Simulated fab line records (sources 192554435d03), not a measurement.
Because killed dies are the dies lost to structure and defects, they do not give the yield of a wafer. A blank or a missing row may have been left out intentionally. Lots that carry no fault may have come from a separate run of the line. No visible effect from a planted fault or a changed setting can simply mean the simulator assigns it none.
Chamber matching | flow n5_finfet | N5_STI_FIN_REVEAL_CMP_04 on cmp-02: 4 sister chambers
The step polishes, stops on Si3N4, t overpolish 4 s, target thk 131.83 nm. 4 wafers are shown with their chamber, then 8 later ones without.

## WAFERS, EACH WITH ITS CHAMBER
wafer  | chamber | motor_current_A (A)
L087.6 | 3       | 8.9
L093.1 | 1       | 7.8
L093.3 | 2       | 8.8
L095.2 | 0       | 8.0

## WAFERS MISSING THEIR CHAMBER
wafer  | motor_current_A (A)
L095.4 | 8.2
L095.5 | 9.8
L096.1 | 8.2
L096.2 | 8.3
L096.4 | 9.1
L097.4 | 8.7
L097.5 | 8.2
L097.6 | 9.1

## EACH ONE'S CHAMBER
wafer  | from the rows above               | in truth
L095.4 | can't be placed: 0 or 1 or 2 or 3 | 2
L095.5 | can't be placed: 3 or 2           | 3
L096.1 | can't be placed: 0 or 1 or 2 or 3 | 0
L096.2 | can't be placed: 0 or 2 or 1 or 3 | 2
L096.4 | can't be placed: 3 or 2           | 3
L097.4 | can't be placed: 2 or 3 or 0      | 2
L097.5 | can't be placed: 0 or 1 or 2 or 3 | 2
L097.6 | can't be placed: 3 or 2           | 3
Correct placement for 0 of the 8. From these rows, 8 cannot be placed; in 8 the true chamber is one of the candidates. Placed wrongly: 0.
How it was worked out, from the rows above alone: a wafer's distance from a chamber is the root of the sum, over the readings, of the square of ((its reading less the chamber's mean) divided by the reading's scatter). If the next closest chamber is less than 2 further off than the closest, the wafer can't be placed; otherwise it belongs to the closest. The mean given for a chamber averages the wafers shown for that chamber. The scatter (one wafer shown for each chamber): square how far every hidden wafer sits from the nearest shown wafer, average those squares and take the square root.
